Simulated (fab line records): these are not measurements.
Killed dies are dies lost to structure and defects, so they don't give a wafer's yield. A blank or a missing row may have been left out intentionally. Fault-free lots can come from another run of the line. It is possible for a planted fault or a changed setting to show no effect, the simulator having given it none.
Chamber matching + flow n5-finfet + 3 sister chambers for N5_BEOL_M10_CURE_71 on uv-cure-02
The step cures SiCOH lowk, time 240 s. 6 wafers are shown with their chamber, then 8 later ones without.

EACH WAFER AND ITS CHAMBER
| wafer  | chamber | wafer_temp_C_max | lamp-power-pct (%) |
|--------|---------|------------------|--------------------|
| L082.3 | 0       | 386.4            | 52.35              |
| L082.4 | 0       | 386.3            | 52.24              |
| L085.5 | 1       | 386.6            | 52.32              |
| L089.4 | 2       | 386.0            | 52.20              |
| L089.6 | 2       | 386.0            | 52.28              |
| L090.3 | 1       | 386.8            | 52.42              |

WAFERS MISSING THEIR CHAMBER
| wafer  | wafer_temp_C_max | lamp-power-pct (%) |
|--------|------------------|--------------------|
| L090.4 | 386.9            | 52.33              |
| L090.6 | 386.3            | 52.34              |
| L093.3 | 385.4            | 52.35              |
| L093.5 | 386.1            | 52.25              |
| L093.6 | 385.6            | 52.33              |
| L096.4 | 386.4            | 52.30              |
| L096.5 | 386.3            | 52.29              |
| L096.6 | 387.1            | 52.40              |

EACH ONE'S CHAMBER
| wafer  | from the rows above     | in truth                   |
|--------|-------------------------|----------------------------|
| L090.4 | 1                       | 1                          |
| L090.6 | 0                       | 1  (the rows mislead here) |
| L093.3 | 2                       | 2                          |
| L093.5 | can't be placed: 2 or 0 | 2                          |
| L093.6 | 2                       | 2                          |
| L096.4 | 0                       | 0                          |
| L096.5 | 0                       | 0                          |
| L096.6 | 1                       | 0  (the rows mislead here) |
Correct placement for 5 of the 8. These rows do not allow placing 1 (true chamber among the candidates in 1). 2 placed wrongly.
How it was worked out, from the rows above alone: a wafer's distance from a chamber is the root of the sum, over the readings, of the square of ((its reading less the chamber's mean) divided by the reading's scatter). The wafer belongs to the nearest chamber; if the next one is less than 2 further off, it can't be placed. For every chamber, the mean is computed from those of its wafers that are shown. How the scatter is found: for the shown wafers, subtract from each reading the mean of its chamber, square and add these, divide the total by (wafers less chambers), then take the root.
